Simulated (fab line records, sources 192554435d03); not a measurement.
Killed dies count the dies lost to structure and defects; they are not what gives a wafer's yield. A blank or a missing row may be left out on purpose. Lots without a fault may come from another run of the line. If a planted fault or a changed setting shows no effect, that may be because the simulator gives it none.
Struck lot and sound lot, side by side + flow n5_finfet + 28 out of 1938 route steps
Sound: the wafers L449.3, L449.4, L449.6. Struck: wafer L467.3 (left out: L467.4, a lot-mate that was not struck); the cause follows at the end.
Per side, at each step with rows, come the tool, then ch with its chambers, and then its first start. Under that, the readings that differ: sound wafers + struck wafers + difference of the means + sigmas: that difference in standard deviations of wafers without a fault.
alike: same words and numbers on both sides, and readings whose means sit less than 2 such deviations apart. not compared: any withheld reading, any reading some wafer has no value for, any bound like >300 that may hide the same value, and any number with overlapping values for which the record gives no deviation.
Wherever a step has rows on one side only, a row that says differs or no value, or a row with sigmas, the two part there. Numbers that have no deviation but don't overlap get no sigmas and don't part them. Lack of a reading on every wafer of one side parts them only where that side has two or more wafers.

first, 1 step without rows for these wafers: N5_DUMMY_GATE_UV_OZONE_45 (time 120 s).
N5_DUMMY_GATE_INSPECT_27: inspects for defects (brightfield).
  sound on defect_inspect-01 at day 4 01:47; struck on defect_inspect-02 at day 8 13:15
  alike: raw_defect_count
N5_SPACER0_ALD_07: deposits SiNx, target thk 2 nm.
  sound on ald_sin-01 ch 0,1,2, day 4 01:49; struck on ald_sin-01 ch 0, day 8 14:11
  alike: heater_power_w
N5_SPACER0_ALD_00: deposits SiOCN, target thk 3.5 nm, pulse time 3 s, purge time 2 s.
  sound on ald_sin-01 ch 0,1,2, day 4 01:58; struck on ald_sin-01 ch 0, day 8 14:20
  alike: heater_power_w, precursor_pulse_height_rel
then, 1 step without rows for these wafers: N5_SPACER0_ALD_08 (deposits SiNx, target thk 2 nm).
N5_SPACER0_INSPECT_04: inspects for defects (darkfield).
  sound on defect_inspect-01 at day 4 02:23; struck on defect_inspect-01 at day 8 14:44
  alike: raw_defect_count
then, 6 steps without rows for these wafers: N5_SD_EPI_N_COAT_32 (time 60 s, resist thk 350 nm); N5_SD_EPI_N_COAT_33 (time 60 s, resist thk 35 nm); N5_SD_EPI_N_COAT_03 (resist thk 150 nm); N5_SD_EPI_N_EBR_05; N5_SD_EPI_N_SOFTBAKE_04 (time 60 s); N5_SD_EPI_N_EXPOSE_06 (exposes mask SD N BLK, target cd 120 nm).
N5_SD_EPI_N_PEB_07: peb time 60 s.
  sound on litho_track-03 ch 0, day 4 02:43; struck on litho_track-05 ch 0, day 8 14:57
| reading                  | sound             | struck | difference | sigmas |
|--------------------------|-------------------|--------|------------|--------|
| heater_power_total_W (W) | 173.0 175.8 173.0 | 190.9  | +17.0      | +11    |
  alike: resist_line_temp_C
then, 1 step without rows for these wafers: N5_SD_EPI_N_DEVELOP_08 (develop time 30 s).
N5_SD_EPI_N_CD_MEAS_09: the cd target is 120 nm.
  sound on cd_sem-03 ch 0, day 4 02:47; struck on cd_sem-02 ch 0, day 8 15:01
| reading    | sound             | struck | difference | sigmas |
|------------|-------------------|--------|------------|--------|
| cd_nm (nm) | 120.9 121.8 120.6 | 117.1  | -4.0       | -5     |
N5_SD_EPI_N_OVL_MEAS_10:
  sound on overlay-01 ch 0, day 4 02:49; struck on overlay-01 ch 0, day 8 15:03
  alike: SD_N_BLK_OVL
N5_SD_EPI_N_INSPECT_11: inspects for defects (macro).
  sound on defect_inspect-01 at day 4 02:50; struck on defect_inspect-02 at day 8 15:04
  alike: raw_defect_count
N5_SD_EPI_N_DESCUM_14: chemistry O2, time 7.9 s.
  sound on rie_diel-05 ch 2,3, day 4 02:52; struck on rie_diel-03 ch 2, day 8 15:07
| reading                         | sound           | struck | difference | sigmas |
|---------------------------------|-----------------|--------|------------|--------|
| showerhead_plenum_p_Torr (Torr) | 2.19 2.19 2.06  | 2.01   | -0.14      | -2     |
| model.SD_EPI_N.cd_nm (nm)       | 121 121.8 120.8 | 117    | -4         |        |
  alike: drypump_motor_current_A, oes_product_au, rf_vpp_V, throttle_valve_pct
  not compared: rf_hours_counter_h
then, 1 step without rows for these wafers: N5_SD_EPI_N_ETCH_34 (etches SiARC in CF4, target depth 45.5 nm, time 75.8 s).
N5_SD_EPI_N_ETCH_35: etches SOC in N2/H2, overetch 108 nm, time 486 s.
  sound on rie_diel-05 ch 2,3, day 4 02:58; struck on rie_diel-03 ch 2, day 8 15:12
| reading                         | sound             | struck | difference | sigmas |
|---------------------------------|-------------------|--------|------------|--------|
| rf_vpp_V (V)                    | 242.4 242.3 240.0 | 238.3  | -3.3       | -3     |
| showerhead_plenum_p_Torr (Torr) | 2.64 2.64 2.50    | 2.44   | -0.15      | -2     |
  alike: drypump_motor_current_A, h2_flow_sccm, oes_product_au, throttle_valve_pct
  not compared: rf_hours_counter_h
then, 1 step without rows for these wafers: N5_SD_EPI_N_STRIP_36 (strips in N2/H2).
N5_SD_EPI_N_ETCHBACK_44: etches SiNx in CH3F/O2, stops on SiO2, target depth 14.5 nm.
  sound on rie_diel-05 ch 2,3, day 4 03:17; struck on rie_diel-03 ch 2, day 8 15:31
| reading                         | sound          | struck | difference | sigmas |
|---------------------------------|----------------|--------|------------|--------|
| showerhead_plenum_p_Torr (Torr) | 2.10 2.10 1.97 | 1.91   | -0.15      | -2     |
  alike: drypump_motor_current_A, oes_f_703_au, oes_product_au, rf_vpp_V, throttle_valve_pct
  not compared: rf_hours_counter_h
then, 1 step without rows for these wafers: N5_SD_EPI_N_ETCH_45 (etches SiOCN in CH3F/O2, target depth 6 nm).
N5_SD_EPI_N_ETCH_16: etches SiO2 in CHF3/O2, target depth 5 nm.
  sound on rie_diel-05 ch 2,3, day 4 03:29; struck on rie_diel-03 ch 2, day 8 15:43
| reading                         | sound          | struck | difference | sigmas |
|---------------------------------|----------------|--------|------------|--------|
| showerhead_plenum_p_Torr (Torr) | 2.52 2.52 2.38 | 2.31   | -0.16      | -2     |
  alike: CHF3_flow_sccm, drypump_motor_current_A, oes_f_703_au, oes_product_au, rf_vpp_V, throttle_valve_pct
  not compared: rf_hours_counter_h
then, 1 step without rows for these wafers: N5_SD_EPI_N_STRIP_47 (strips in CHF3/O2).
N5_SD_EPI_N_SD_RECESS_17: chemistry HBr/Cl2/O2, target depth 41 nm, time 23.7 s, bt time 3 s.
  sound on rie_si-04 ch 1,2,3, day 4 03:34; struck on rie_si-04 ch 2, day 8 15:47
| reading                   | sound             | struck | difference | sigmas |
|---------------------------|-------------------|--------|------------|--------|
| model.SD_EPI_N.cd_nm (nm) | 120.4 121.8 120.4 | 117    | -4         |        |
  alike: HBr_flow_sccm, drypump_motor_current_A, oes_product_au, throttle_valve_pct
  not compared: rf_hours_counter_h
then, 1 step without rows for these wafers: N5_SD_EPI_N_STRIP_38 (strips in N2/H2).
-- a jump in the record: the struck wafers' starts before and after are 5 days apart (it breaks off in module SD_EPI_N and resumes in module BEOL_M4, where the first step shown is number 1111 of the route) --
N5_BEOL_M4_RC_MEAS_101:
  sound on prober-01 ch 0, day 9 07:32; struck on prober-02 ch 0, day 13 19:11
  alike: DIBL_N, DIBL_P, IOFF_N, IOFF_P, ION_N, ION_P, SS_N, SS_P, VT_N, VT_P

== WHERE THEY PART ==
Last at N5_SD_EPI_N_ETCH_16 as far as this record goes, first at N5_SD_EPI_N_PEB_07. Later steps at which nothing parts them and some readings are alike: N5_SD_EPI_N_SD_RECESS_17, N5_BEOL_M4_RC_MEAS_101.

WHY: whatever the simulator had introduced
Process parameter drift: litho_track-05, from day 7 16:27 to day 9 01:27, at N5_SD_EPI_N_PEB_07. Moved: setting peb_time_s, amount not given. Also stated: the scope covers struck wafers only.
